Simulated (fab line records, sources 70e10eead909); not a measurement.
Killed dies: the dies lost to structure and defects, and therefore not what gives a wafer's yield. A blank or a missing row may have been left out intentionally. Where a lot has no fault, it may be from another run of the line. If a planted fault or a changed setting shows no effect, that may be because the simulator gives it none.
fab line records | flow nand_harc
[record] lots = 24 wafers = 72 last_day = 33
route steps=1302 shown A_STAIRCASE@841 A_SGD_CUT@921 A_SLIT@924
lots with no fault: from the same line, run without faults
start_h: hours from the record's opening day to when the first of the lot's shown wafers began | wait_h: hours elapsed since this lot's preceding step | " unchanged from the row above | L1.1+2: a single row standing in for several wafers | - no value present, or no start provided | * or withheld: withheld | < > ~ a bound
route shown NAME@n: names a module that has steps shown in the file, with the first one's number in the route | usual: mean/standard deviation taken from wafers without a fault | same: alike in all rows | chamber/n: place in a boat | sites: readings site by site | _std_site: standard deviation across them | _edge_site: mean of outer sites minus mean of inner sites | radius_mm: for every site, how far away it sits from the centre of the wafer | mask NAME#n: copy n | behind: the tool/chamber that last shaped the wafer | hold: reason for holding the lot/hours on hold/outcome of the hold | device: names the non-switching transistor (n, p or np) | end of line: at the end of the route, the tests of the same wafers | a step without rows: its recipe alone | killed: at the first sort, the dies lost to defects and structure; wafer yield is something else | map: shows each die of a wafer: x if killed, . if not, _ if none is there
set.NAME: the run value of the setting; set.NAME@STEP: its run value at that earlier step | model.NAME: the simulator's own value behind a step, which no gauge read
the route's steps for a sample of lots (tables are steps, rows are wafers)
services: from which hour (start_h, from the record's first day; less than 0 if before it) a tool's chamber was out of use, for how many hours, and why
[[steps]]
[step NHARC_A_STAIRCASE_ALD_415]
[recipe] target_thk_a = 300 pulse_time_s = 6 ald_cycles = 300 temp_c = 300 material = SiO2
[usual] heater_power_w = 452/49 precursor_pulse_height_rel = 0.999/0.02
// columns lot.wafer tool chamber start_h wait_h heater_power_w precursor_pulse_height_rel since_wet_clean_h
L075.2 ald_hk-03 1 383.01 0.3 331 0.974 161
L075.1 " 2 " " 433 1.021 161
L075.6 " 0 " " 424 0.989 -
L074.1 ald_hk-04 2 385.43 0.1 437 0.972 122
L074.2 " 3 " " 501 1.008 122
L074.5 " 2 " " 440 0.942 -
L077.1 ald_hk-01 0 407.33 0.3 508 1.025 102
L077.2 " 1 " " 413 1.025 102
L077.6 " 3 " " 440 1.001 -
L076.1 ald_hk-01 0 409.63 0.1 499 0.998 104
L076.2 " 2 " " 435 1.004 105
L076.3 " 3 " " 443 0.982 105
L078.2 ald_hk-03 3 425.86 0.3 439 1.006 25
L078.3 " 0 " " 424 0.997 26
L078.6 " 3 " " 449 1.016 -
L080.2 ald_hk-01 3 431.70 0.1 428 1.027 126
L080.1 " 1 " " 412 0.975 127
L080.3 " 2 " " 436 0.981 127
L081.2 ald_hk-04 2 453.06 0.1 410 0.993 11
L081.4 " 3 " " 515 1.023 12
L081.3 " 0 " " 546 0.971 12
L079.4 ald_hk-04 1 455.78 0.1 466 1.006 14
L079.2 " 0 " " 537 1.020 15
L079.5 " 1 " " 471 1.018 -
L082.2 ald_hk-04 2 473.31 0.6 421 1.021 32
L082.1 " 3 " " 503 0.981 32
L082.5 " 1 " " 473 0.970 -
L083.4 ald_hk-01 3 474.15 0.3 425 0.980 169
L083.3 " 1 " " 432 1.010 169
L083.6 " 2 " " 426 1.038 -
L084.4 ald_hk-03 1 494.10 0.3 343 0.987 94
L084.5 " 0 " " 433 1.022 -
L084.6 " 1 " " 347 1.016 -
L085.2 ald_hk-03 0 505.11 0.3 439 1.006 105
L085.5 " 3 " " 449 0.969 -
L085.6 " 0 " " 433 0.997 -
L087.4 ald_hk-04 3 506.94 0.1 501 0.975 65
L087.1 " 2 " " 408 1.008 66
L087.6 " 0 " " 547 1.024 -
L086.4 ald_hk-04 2 512.32 0.5 405 1.028 71
L086.3 " 3 " " 509 1.009 71
L086.5 " 0 " " 537 0.993 -
L088.3 ald_hk-01 3 531.22 0.1 429 1.005 46
L088.5 " 3 " " 415 0.973 -
L088.6 " 0 " " 482 1.023 -
L089.2 ald_hk-04 0 533.48 0.5 542 0.984 92
L089.5 " 2 " " 408 0.950 -
L089.6 " 3 " " 510 0.994 -
L090.1 ald_hk-01 0 548.09 0.3 481 0.974 63
L090.4 " 1 " " 411 1.015 63
L090.2 " 2 " " 411 0.996 64
L091.1 ald_hk-01 2 552.09 0.1 415 0.994 67
L091.4 " 3 " " 421 0.972 67
L091.3 " 0 " " 491 1.007 68
L093.4 ald_hk-01 0 562.24 0.3 480 0.963 77
L093.2 " 1 " " 418 1.024 78
L093.1 " 2 " " 417 0.983 78
L092.4 ald_hk-04 2 566.17 0.3 413 0.991 125
L092.1 " 0 " " 533 0.939 125
L092.5 " 2 " " 422 0.983 -
L094.3 ald_hk-01 2 590.60 0.5 414 0.976 106
L094.4 " 3 " " 413 1.039 106
L094.6 " 1 " " 418 1.020 -
L095.2 ald_hk-03 1 590.77 0.3 351 1.028 12
L095.4 " 2 " " 424 0.961 12
L095.1 " 3 " " 475 1.034 13
L097.3 ald_hk-04 0 602.07 0.1 538 0.980 160
L097.2 " 2 " " 412 1.021 161
L097.4 " 3 " " 506 1.007 161
L096.3 ald_hk-04 2 606.10 0.1 421 0.994 164
L096.2 " 0 " " 550 1.024 165
L096.6 " 3 " " 508 1.001 -
[step NHARC_A_STAIRCASE_CMP_152]
[usual] motor_current_A = 11.9/2
// columns lot.wafer tool chamber start_h wait_h motor_current_A
L075.2 cmp-04 3 423.52 0.1 12.2
L075.1 " 2 " " 11.5
L075.6 " 0 " " 8.6
L074.2 cmp-03 2 426.13 0.1 8.9
L074.1 " 0 " " 15.9
L074.5 " 2 " " 9.2
L076.2 cmp-03 3 452.54 0.1 12.6
L076.3 " 0 " " 15.2
L076.1 " 1 " " 12.6
L077.2 cmp-04 0 452.71 0.1 8.3
L077.1 " 2 " " 10.9
L077.6 " 1 " " 11.7
L078.2 cmp-03 1 467.24 0.1 12.7
L078.3 " 3 " " 13.4
L078.6 " 1 " " 12.6
L080.1 cmp-03 0 475.18 0.1 15.8
L080.2 " 1 " " 12.1
L080.3 " 3 " " 12.8
L081.4 cmp-04 2 501.16 0.1 10.2
L081.3 " 3 " " 12.4
L081.2 " 0 " " 8.4
L079.4 cmp-03 3 501.72 0.1 13.0
L079.2 " 1 " " 12.5
L079.5 " 0 " " 15.3
L082.2 cmp-04 2 520.61 0.1 11.5
L082.1 " 1 " " 12.6
L082.5 " 3 " " 12.3
L083.3 cmp-04 3 521.92 0.1 12.5
L083.4 " 1 " " 11.9
L083.6 " 2 " " 11.6
L084.4 cmp-03 3 544.08 0.1 12.8
L084.5 " 1 " " 12.6
L084.6 " 2 " " 9.3
L085.2 cmp-03 0 553.05 0.1 15.3
L085.6 " 0 " " 15.0
L085.5 " 1 " " 12.1
L087.4 cmp-03 3 553.27 0.1 13.0
L087.1 " 0 " " 15.2
L087.6 " 1 " " 12.2
L086.3 cmp-04 3 561.17 0.1 12.5
L086.4 " 0 " " 8.3
L086.5 " 3 " " 12.9
L088.3 cmp-02 3 577.58 0.1 14.0
L088.6 " 1 " " 11.2
L088.5 " 2 " " 11.4
L089.2 cmp-03 1 577.77 0.1 12.5
L089.5 " 0 " " 14.9
L089.6 " 1 " " 11.9
L090.2 cmp-02 2 596.51 0.1 11.5
L090.4 " 3 " " 14.5
L090.1 " 0 " " 12.0
L091.4 cmp-02 1 596.65 0.1 12.1
L091.3 " 2 " " 11.1
L091.1 " 0 " " 11.9
L092.4 cmp-03 0 606.62 0.1 14.9
L092.1 " 2 " " 9.1
L092.5 " 0 " " 14.5
L093.1 cmp-04 3 607.03 0.1 12.6
L093.4 " 0 " " 8.3
L093.2 " 2 " " 11.6
L094.3 cmp-02 0 635.65 0.1 12.0
L094.4 " 2 " " 11.1
L094.6 " 0 " " 11.7
L095.1 cmp-04 2 635.82 0.1 10.7
L095.4 " 0 " " 8.1
L095.2 " 1 " " 11.8
L097.2 cmp-03 0 645.54 0.1 15.9
L097.3 " 2 " " 9.2
L097.4 " 3 " " 13.9
L096.2 cmp-03 1 652.04 0.1 12.6
L096.3 " 2 " " 9.5
L096.6 " 1 " " 12.3
[step NHARC_A_STAIRCASE_CMP_472]
[recipe] material = SiO2
[usual] motor_current_A = 12.0/1.5
// columns lot.wafer tool chamber start_h wait_h motor_current_A
L075.1 cmp-02 2 424.96 0.2 12.3
L075.2 " 0 " " 12.3
L075.6 " 2 " " 11.6
L074.1 cmp-02 1 427.51 0.2 11.9
L074.2 " 2 " " 11.3
L074.5 " 2 " " 11.8
L076.2 cmp-03 0 453.91 0.2 14.5
L076.1 " 1 " " 12.4
L076.3 " 2 " " 9.2
L077.2 cmp-04 1 454.18 0.2 12.5
L077.1 " 3 " " 12.0
L077.6 " 0 " " 8.3
L078.3 cmp-04 2 468.84 0.2 11.9
L078.2 " 0 " " 8.4
L078.6 " 3 " " 12.3
L080.2 cmp-04 1 476.74 0.2 12.4
L080.3 " 2 " " 11.0
L080.1 " 0 " " 8.3
L081.4 cmp-02 0 502.70 0.1 12.2
L081.2 " 1 " " 11.3
L081.3 " 2 " " 10.9
L079.4 cmp-02 1 503.24 0.1 11.4
L079.2 " 3 " " 14.5
L079.5 " 1 " " 12.0
L082.1 cmp-02 3 521.99 0.2 14.6
L082.2 " 1 " " 11.4
L082.5 " 0 " " 11.9
L083.4 cmp-04 2 523.28 0.2 11.5
L083.3 " 1 " " 11.7
L083.6 " 3 " " 12.5
L084.4 cmp-04 0 545.45 0.2 8.6
L084.5 " 3 " " 12.5
L084.6 " 0 " " 8.2
L085.2 cmp-02 0 554.55 0.2 11.8
L085.5 " 2 " " 11.8
L085.6 " 3 " " 13.3
L087.4 cmp-02 1 554.81 0.3 11.7
L087.1 " 3 " " 13.9
L087.6 " 2 " " 11.3
L086.3 cmp-02 3 562.56 0.2 13.6
L086.4 " 1 " " 12.0
L086.5 " 2 " " 11.5
L088.3 cmp-02 2 579.22 0.2 11.8
L088.6 " 2 " " 11.2
L088.5 " 3 " " 13.9
L089.2 cmp-02 2 579.61 0.2 11.9
L089.5 " 0 " " 12.1
L089.6 " 1 " " 12.2
L090.4 cmp-02 1 597.88 0.2 11.5
L090.2 " 2 " " 11.4
L090.1 " 0 " " 12.8
L091.4 cmp-03 1 598.07 0.2 12.4
L091.3 " 2 " " 9.7
L091.1 " 3 " " 13.6
L092.1 cmp-02 3 608.05 0.2 13.8
L092.4 " 1 " " 11.3
L092.5 " 2 " " 11.2
L093.4 cmp-04 2 608.43 0.2 11.0
L093.2 " 0 " " 8.5
L093.1 " 1 " " 11.8
L094.4 cmp-02 0 637.22 0.1 11.7
L094.3 " 3 " " 14.5
L094.6 " 0 " " 11.4
L095.4 cmp-04 0 637.40 0.2 8.0
L095.1 " 1 " " 12.2
L095.2 " 2 " " 11.4
L097.2 cmp-04 2 646.91 0.2 10.7
L097.4 " 0 " " 8.0
L097.3 " 1 " " 12.0
L096.3 cmp-02 3 653.45 0.2 13.6
L096.2 " 1 " " 12.2
L096.6 " 2 " " 11.3
[step NHARC_A_SGD_CUT_INSPECT_25]
[usual] raw_defect_count = 371/72
// columns lot.wafer tool chamber start_h wait_h raw_defect_count
L075.1 defect_inspect-02 - 432.59 - 384
L075.2 " - " " 353
L075.6 " - " " 437
L074.1 defect_inspect-02 - 435.44 - 308
L074.2 " - " " 356
L074.5 " - " " 338
L076.1 defect_inspect-01 - 461.86 - 435
L076.2 " - " " 338
L076.3 " - " " 431
L077.1 defect_inspect-02 - 461.87 - 325
L077.2 " - " " 284
L077.6 " - " " 293
L078.2 defect_inspect-01 - 477.03 - 406
L078.3 " - " " 412
L078.6 " - " " 457
L080.1 defect_inspect-01 - 484.41 - 314
L080.2 " - " " 364
L080.3 " - " " 360
L081.2 defect_inspect-02 - 510.62 - 392
L081.3 " - " " 446
L081.4 " - " " 514
L079.2 defect_inspect-01 - 510.67 - 289
L079.4 " - " " 272
L079.5 " - " " 490
L082.1 defect_inspect-02 - 529.96 - 415
L082.2 " - " " 526
L082.5 " - " " 425
L083.3 defect_inspect-01 - 529.97 - 401
L083.4 " - " " 524
L083.6 " - " " 389
L084.4 defect_inspect-02 - 553.24 - 330
L084.5 " - " " 547
L084.6 " - " " 390
L085.2 defect_inspect-01 - 562.48 - 354
L085.5 " - " " 379
L085.6 " - " " 438
L087.1 defect_inspect-02 - 562.53 - 315
L087.4 " - " " 306
L087.6 " - " " 366
L086.3 defect_inspect-01 - 571.82 - 397
L086.4 " - " " 532
L086.5 " - " " 325
L089.2 defect_inspect-01 - 587.38 - 364
L089.5 " - " " 261
L089.6 " - " " 308
L088.3 defect_inspect-02 - 587.48 - 462
L088.5 " - " " 297
L088.6 " - " " 319
L091.1 defect_inspect-01 - 605.77 - 353
L091.3 " - " " 333
L091.4 " - " " 428
L090.1 defect_inspect-02 - 605.78 - 496
L090.2 " - " " 522
L090.4 " - " " 518
L092.1 defect_inspect-01 - 616.20 - 358
L092.4 " - " " 368
L092.5 " - " " 431
L093.1 defect_inspect-02 - 616.25 - 283
L093.2 " - " " 333
L093.4 " - " " 281
L094.3 defect_inspect-01 - 646.59 - 389
L094.4 " - " " 314
L094.6 " - " " 538
L095.1 defect_inspect-02 - 646.60 - 329
L095.2 " - " " 288
L095.4 " - " " 346
L097.2 defect_inspect-02 - 655.04 - 348
L097.3 " - " " 306
L097.4 " - " " 385
L096.2 defect_inspect-02 - 661.63 - 290
L096.3 " - " " 344
L096.6 " - " " 422
[step NHARC_A_SLIT_DEP_23]
[recipe] target_thk_a = 1000 target_thk_nm = 100 temp_c = 400 pressure_torr = 3.5 flow_sccm = 200 rf_w = 350 material = SiON
[usual] heater_power_w = 753/86
// columns lot.wafer tool chamber start_h wait_h heater_power_w since_wet_clean_h
L075.2 pecvd-02 0 448.01 2.5 798 27
L075.1 " 1 " " 706 27
L075.6 " 1 " " 706 -
L074.1 pecvd-03 2 449.22 3.1 790 70
L074.2 " 1 " " 868 70
L074.5 " 0 " " 764 -
L076.3 pecvd-03 0 467.09 1.9 656 88
L076.1 " 1 " " 856 88
L076.2 " 2 " " 775 88
L077.1 pecvd-03 0 468.05 3.2 721 89
L077.2 " 2 " " 753 89
L077.6 " 0 " " 720 -
L078.2 pecvd-02 0 481.21 2.5 754 60
L078.3 " 0 " " 774 -
L078.6 " 2 " " 642 -
L080.1 pecvd-04 1 491.37 3.1 756 28
L080.3 " 2 " " 760 28
L080.2 " 0 " " 856 28
L081.3 pecvd-03 0 514.84 1.9 732 135
L081.2 " 2 " " 690 135
L081.4 " 1 " " 738 -
L079.2 pecvd-02 2 515.14 2.6 614 94
L079.4 " 0 " " 918 -
L079.5 " 2 " " 619 -
L082.1 pecvd-02 2 534.19 3.2 675 113
L082.2 " 0 " " 875 113
L082.5 " 1 " " 681 -
L083.3 pecvd-03 1 535.52 2.2 768 156
L083.6 " 1 " " 761 -
L083.4 " 2 " " 647 -
L084.6 pecvd-04 2 558.89 0.1 793 -
L084.4 " 0 " " 889 -
L084.5 " 1 " " 792 -
L085.2 pecvd-03 2 569.25 2.5 738 9
L085.5 " 2 " " 741 -
L085.6 " 1 " " 863 -
L087.1 pecvd-02 0 569.55 3.2 846 148
L087.6 " 2 " " 630 -
L087.4 " 1 " " 648 -
L086.3 pecvd-02 0 579.14 2.1 806 158
L086.4 " 2 " " 630 -
L086.5 " 1 " " 718 -
L089.2 pecvd-04 2 591.97 2.7 789 128
L089.6 " 2 " " 764 -
L089.5 " 0 " " 946 -
L088.3 pecvd-03 2 592.91 2.0 735 -
L088.5 " 2 " " 747 -
L088.6 " 1 " " 904 -
L090.1 pecvd-02 1 611.78 3.1 768 10
L090.2 " 2 " " 556 10
L090.4 " 1 " " 746 -
L091.1 pecvd-04 1 611.93 3.3 673 148
L091.3 " 2 " " 780 148
L091.4 " 1 " " 670 -
L092.1 pecvd-04 2 623.95 3.2 707 160
L092.5 " 1 " " 787 -
L092.4 " 0 " " 836 -
L093.2 pecvd-02 1 626.75 2.6 804 24
L093.1 " 2 " " 654 25
L093.4 " 1 " " 797 -
L095.1 pecvd-02 1 654.00 3.2 756 52
L095.2 " 2 " " 630 52
L095.4 " 0 " " 900 -
L094.3 pecvd-03 0 654.36 2.0 699 -
L094.4 " 2 " " 678 -
L094.6 " 0 " " 704 -
L097.2 pecvd-03 2 660.20 2.5 797 100
L097.3 " 2 " " 807 -
L097.4 " 0 " " 625 -
L096.3 pecvd-03 2 668.87 2.0 797 108
L096.2 " 0 " " 711 108
L096.6 " 2 " " 805 -
[step NHARC_A_SLIT_ETCH_26]
[recipe] bias_v = 400 source_w = 2000 pressure_mtorr = 25 time_s = 90 ar_flow_sccm = 375 c4f8_flow_sccm = 41.7 o2_flow_sccm = 83.3 target_depth_a = 4000 chemistry = C4F8/O2/Ar
[usual] bias_v = 400/4 drypump_motor_current_A = 5.4/0.6 o2_flow_sccm = 83.31/0.25 showerhead_plenum_p_Torr = 3.72/0.12 throttle_valve_pct = 27.619/0.0089
// columns lot.wafer tool chamber start_h wait_h bias_v drypump_motor_current_A o2_flow_sccm rf_hours_counter_h showerhead_plenum_p_Torr throttle_valve_pct
L075.1 har_etch-02 1 454.38 3.0 398 5.3 83.33 34 3.96 27.626
L075.2 " 0 " " 403 4.8 83.28 34 3.72 27.609
L075.6 " 1 " " 397 5.3 83.44 - 3.96 27.624
L074.2 har_etch-01 1 457.97 3.0 396 5.2 83.52 247 3.64 27.598
L074.1 " 0 " " 400 6.5 83.78 247 3.69 27.603
L074.5 " 0 " " 401 6.5 83.66 - 3.69 27.614
L076.1 har_etch-01 1 473.32 3.0 395 5.2 83.44 258 3.63 27.633
L076.2 " 0 " " 400 6.5 82.96 258 3.68 27.618
L076.3 " 0 " " 400 6.5 83.30 - 3.68 27.604
L077.2 har_etch-02 0 473.82 3.0 411 4.8 83.11 49 3.71 27.629
L077.1 " 1 " " 398 5.3 83.74 49 3.95 27.623
L077.6 " 0 " " 402 4.8 83.25 - 3.71 27.607
L078.2 har_etch-01 1 487.02 2.4 403 5.2 83.15 270 3.62 27.635
L078.3 " 1 " " 403 5.2 83.40 - 3.62 27.602
L078.6 " 1 " " 397 5.2 83.89 - 3.62 27.622
L080.2 har_etch-02 0 496.99 3.0 396 4.8 83.00 61 3.71 27.611
L080.1 " 1 " " 405 5.3 83.68 61 3.94 27.622
L080.3 " 1 " " 404 5.3 83.43 - 3.94 27.615
L081.2 har_etch-01 0 520.51 3.0 401 6.5 83.47 289 3.66 27.615
L081.3 " 0 " " 403 6.5 83.60 - 3.66 27.608
L081.4 " 1 " " 395 5.2 83.10 - 3.61 27.609
L079.2 har_etch-02 0 521.94 2.4 395 4.8 83.37 76 3.70 27.625
L079.4 " 0 " " 398 4.8 83.20 - 3.70 27.606
L079.5 " 0 " " 388 4.8 83.47 - 3.70 27.623
L082.1 har_etch-01 1 540.62 3.0 401 5.2 83.44 297 3.61 27.617
L082.2 " 0 " " 401 6.5 83.66 297 3.66 27.610
L082.5 " 0 " " 403 6.5 83.08 - 3.66 27.615
L083.4 har_etch-02 1 541.38 1.9 400 5.3 83.69 - 3.93 27.619
L083.3 " 0 " " 400 4.8 83.12 - 3.69 27.617
L083.6 " 0 " " 400 4.8 82.93 - 3.69 27.621
L084.4 har_etch-01 1 565.37 1.9 397 5.2 83.47 - 3.60 27.619
L084.6 " 1 " " 399 5.2 83.27 - 3.60 27.612
L084.5 " 0 " " 403 6.4 83.35 - 3.65 27.621
L085.2 har_etch-01 0 575.06 3.1 404 6.5 83.18 316 3.65 27.629
L085.6 " 0 " " 397 6.5 82.96 - 3.65 27.614
L085.5 " 1 " " 398 5.2 82.75 - 3.60 27.632
L087.1 har_etch-02 1 575.46 3.0 399 5.3 83.41 103 3.92 27.603
L087.4 " 0 " " 398 4.8 82.66 - 3.68 27.623
L087.6 " 1 " " 398 5.3 83.14 - 3.92 27.630
L086.4 har_etch-01 0 584.92 1.9 391 6.5 83.52 - 3.64 27.633
L086.3 " 1 " " 399 5.3 83.18 - 3.59 27.622
L086.5 " 0 " " 403 6.5 83.37 - 3.64 27.624
L089.2 har_etch-02 1 597.65 2.5 406 5.3 83.00 118 3.91 27.619
L089.5 " 0 " " 400 4.8 83.51 - 3.68 27.618
L089.6 " 1 " " 404 5.3 82.92 - 3.91 27.626
L088.3 har_etch-01 0 599.95 1.9 401 6.5 83.27 - 3.64 27.634
L088.6 " 0 " " 404 6.5 83.31 - 3.64 27.626
L088.5 " 1 " " 392 5.2 83.19 - 3.59 27.612
L090.1 har_etch-01 0 617.63 3.0 405 6.5 83.19 342 3.63 27.631
L090.2 " 1 " " 401 5.2 83.53 342 3.58 27.614
L090.4 " 1 " " 399 5.2 83.36 - 3.58 27.610
L091.1 har_etch-02 1 619.24 3.1 404 5.3 83.10 130 3.90 27.609
L091.4 " 1 " " 402 5.3 82.74 - 3.90 27.621
L091.3 " 0 " " 401 4.8 83.15 - 3.67 27.606
L092.1 har_etch-02 1 629.63 3.0 408 5.3 83.58 133 3.90 27.607
L092.4 " 0 " " 395 4.8 83.42 - 3.67 27.621
L092.5 " 1 " " 405 5.3 83.44 - 3.90 27.605
L093.1 har_etch-02 1 633.37 3.0 413 5.3 83.19 137 3.90 27.626
L093.2 " 0 " " 401 4.8 83.69 137 3.66 27.618
L093.4 " 0 " " 400 4.8 83.28 - 3.66 27.627
L095.1 har_etch-01 1 659.60 3.0 398 5.3 83.27 369 3.57 27.614
L095.2 " 0 " " 405 6.5 83.58 369 3.62 27.613
L095.4 " 1 " " 403 5.2 83.34 - 3.57 27.615
L094.3 har_etch-02 1 660.79 1.9 403 5.3 83.53 - 3.89 27.607
L094.4 " 0 " " 399 4.8 83.11 - 3.65 27.611
L094.6 " 1 " " 400 5.3 83.50 - 3.89 27.616
L097.2 har_etch-02 0 665.92 3.0 397 4.8 83.65 160 3.65 27.625
L097.4 " 0 " " 399 4.8 83.41 - 3.65 27.620
L097.3 " 1 " " 397 5.3 83.33 - 3.89 27.602
L096.2 har_etch-02 1 674.46 3.0 405 5.3 83.48 164 3.88 27.631
L096.3 " 1 " " 400 5.3 83.36 - 3.89 27.626
L096.6 " 1 " " 400 5.3 83.46 - 3.88 27.611
[[services]]
// columns tool chamber start_h hours kind
ald_hk-04 - 365.01 0.6 repair
pecvd-03 1 365.62 5.0 repair
pecvd-03 - 366.52 13.0 pm
har_etch-02 - 377.00 17.0 pm
cmp-03 - 378.60 6.1 repair
cmp-04 - 405.19 4.0 pm
cmp-04 - 425.74 5.9 repair
cmp-02 - 428.66 4.0 pm
cmp-03 - 436.07 3.7 repair
cmp-03 - 456.08 4.0 pm
cmp-02 - 467.69 15.1 repair
har_etch-02 - 499.85 1.0 repair
cmp-04 - 503.19 4.0 pm
cmp-03 - 509.87 15.2 repair
cmp-02 - 526.66 4.0 pm
cmp-04 - 553.94 3.1 repair
cmp-03 - 554.08 4.0 pm
cmp-03 - 571.25 2.3 repair
cmp-04 - 573.63 1.1 repair
cmp-04 - 574.76 26.8 repair
cmp-03 - 623.81 18.5 repair
cmp-02 - 624.67 4.0 pm
cmp-03 - 652.12 4.0 pm
cmp-02 - 674.31 4.2 repair
[[key]]
fault none
